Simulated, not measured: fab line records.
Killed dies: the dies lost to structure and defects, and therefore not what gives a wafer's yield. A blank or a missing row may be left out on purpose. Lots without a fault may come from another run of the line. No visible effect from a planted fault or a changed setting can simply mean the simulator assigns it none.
Tool commonality check ; flow nand harc ; Sampled: 11 lots, 33 wafers

== WHAT PROMPTED THE OPENING ==
At NHARC_A_CHANNEL_HOLE_D2_INSPECT_40 the reading raw defect count is flagged on 2 of 11 lots. Fault-free wafers read 280, with a standard deviation of 68.
Rule: flag the lot when none of its wafers has a number, or when each of its wafers that has one lies beyond 4 standard deviations from that mean. As for the other lots, they are considered sound.

lot;measured;on;raw defect count, wafer by wafer;flag
L252;day 13 11:35;defect inspect-02;379 263 242;
L251;day 13 12:43;defect inspect-02;181 183 148;
L253;day 14 16:14;defect inspect-02;305 275 400;
L254;day 14 20:25;defect inspect-01;214 266 303;
L255;day 15 00:44;defect inspect-02;413 341 404;
L258;day 16 06:52;defect inspect-02;238 222 238;
L265;day 19 18:24;defect inspect-02;918 840 910;FLAGGED
L266;day 19 22:31;defect inspect-02;784 767 781;FLAGGED
L272;day 22 15:02;defect inspect-01;189 155 230;
L274;day 23 01:40;defect inspect-01;365 343 289;
L273;day 23 06:16;defect inspect-02;192 306 237;
On average the flagged lots' numbers are 833, which is +553 against the usual, or +8 standard deviations.

== WHICH TOOL RAN EACH LOT ==
Before the reading, the record contains 3 process steps out of a 1302-step route. Read each cell as the tool, then ch plus the chambers that the sampled wafers visited, then the start.
lot;flag;NHARC_A_CHANNEL_HOLE_D2_ETCH_19;NHARC_A_CHANNEL_HOLE_D2_ETCH_27;NHARC_A_CHANNEL_HOLE_D2_XSEM_32
L252;;har etch-02 ch 0,1, day 13 05:54;har etch-02 ch 0,1, day 13 09:55;xsem-02 ch 0, day 13 11:29
L251;;har etch-01 ch 0,1, day 13 07:02;har etch-01 ch 0,1, day 13 11:01;xsem-01 ch 0, day 13 12:37
L253;;har etch-01 ch 0,1, day 14 10:34;har etch-01 ch 0,1, day 14 14:34;xsem-01 ch 0, day 14 16:08
L254;;har etch-01 ch 0,1, day 14 14:41;har etch-01 ch 0,1, day 14 18:41;xsem-01 ch 0, day 14 20:19
L255;;har etch-01 ch 0, day 14 18:52;har etch-01 ch 0, day 14 22:51;xsem-02 ch 0, day 15 00:38
L258;;har etch-01 ch 0,1, day 16 01:09;har etch-01 ch 0,1, day 16 05:10;xsem-02 ch 0, day 16 06:47
L265;FLAGGED;har etch-01 ch 0,1, day 19 12:43;har etch-01 ch 0,1, day 19 16:40;xsem-02 ch 0, day 19 18:18
L266;FLAGGED;har etch-01 ch 0,1, day 19 16:54;har etch-01 ch 0,1, day 19 20:53;xsem-01 ch 0, day 19 22:26
L272;;har etch-02 ch 0,1, day 22 09:22;har etch-02 ch 0,1, day 22 13:20;xsem-01 ch 0, day 22 14:56
L274;;har etch-01 ch 0,1, day 22 19:59;har etch-01 ch 0,1, day 22 23:59;xsem-02 ch 0, day 23 01:34
L273;;har etch-02 ch 0,1, day 23 00:35;har etch-02 ch 0,1, day 23 04:36;xsem-01 ch 0, day 23 06:11
What the steps here do:
- NHARC_A_CHANNEL_HOLE_D2_ETCH_19: etches the open film in C4F8/O2/Ar, time 34.5 s.
- NHARC_A_CHANNEL_HOLE_D2_ETCH_27: etches the open film in C4F8/O2/Ar, time 90 s, target depth 400 nm.
- NHARC_A_CHANNEL_HOLE_D2_XSEM_32
- NHARC_A_CHANNEL_HOLE_D2_INSPECT_40

== FLAGGED OVER TOTAL, TOOL BY TOOL (the gauges that took the reading come last) ==
step;tool;lots run;flagged;share of the flagged lots;sound lots run after its first flagged lot
NHARC_A_CHANNEL_HOLE_D2_ETCH_19;har etch-01;8;2;all;1 (L274)
NHARC_A_CHANNEL_HOLE_D2_ETCH_19;har etch-02;3;0;none;-
NHARC_A_CHANNEL_HOLE_D2_ETCH_27;har etch-01;8;2;all;1 (L274)
NHARC_A_CHANNEL_HOLE_D2_ETCH_27;har etch-02;3;0;none;-
NHARC_A_CHANNEL_HOLE_D2_XSEM_32;xsem-01;6;1;some;2 (L272,L273)
NHARC_A_CHANNEL_HOLE_D2_XSEM_32;xsem-02;5;1;some;1 (L274)
NHARC_A_CHANNEL_HOLE_D2_INSPECT_40;defect inspect-01;3;0;none;-
NHARC_A_CHANNEL_HOLE_D2_INSPECT_40;defect inspect-02;8;2;all;1 (L273)

== WHAT IS ALLOWED BY THE TABLE ==
har etch-01 at NHARC_A_CHANNEL_HOLE_D2_ETCH_19, har etch-01 at NHARC_A_CHANNEL_HOLE_D2_ETCH_27 and defect inspect-02 at NHARC_A_CHANNEL_HOLE_D2_INSPECT_40: these 3 rows of the table ran every flagged lot.
- har etch-01 at NHARC_A_CHANNEL_HOLE_D2_ETCH_19 ran 8 lots, 2 of them flagged. Sound lots ran on it after the first flagged one (L274), which a lasting fault on the whole tool wouldn't allow.
- har etch-01 at NHARC_A_CHANNEL_HOLE_D2_ETCH_27 ran 8 lots, 2 of them flagged. Sound lots ran on it after the first flagged one (L274), which a lasting fault on the whole tool wouldn't allow.
- defect inspect-02 at NHARC_A_CHANNEL_HOLE_D2_INSPECT_40 ran 8 lots, 2 of them flagged. Sound lots ran on it after the first flagged one (L273), which a lasting fault on the whole tool wouldn't allow.
There is no row in the table that ran each flagged lot and no sound lot after the first.

== WHAT THE SIMULATOR HAD PUT IN ==
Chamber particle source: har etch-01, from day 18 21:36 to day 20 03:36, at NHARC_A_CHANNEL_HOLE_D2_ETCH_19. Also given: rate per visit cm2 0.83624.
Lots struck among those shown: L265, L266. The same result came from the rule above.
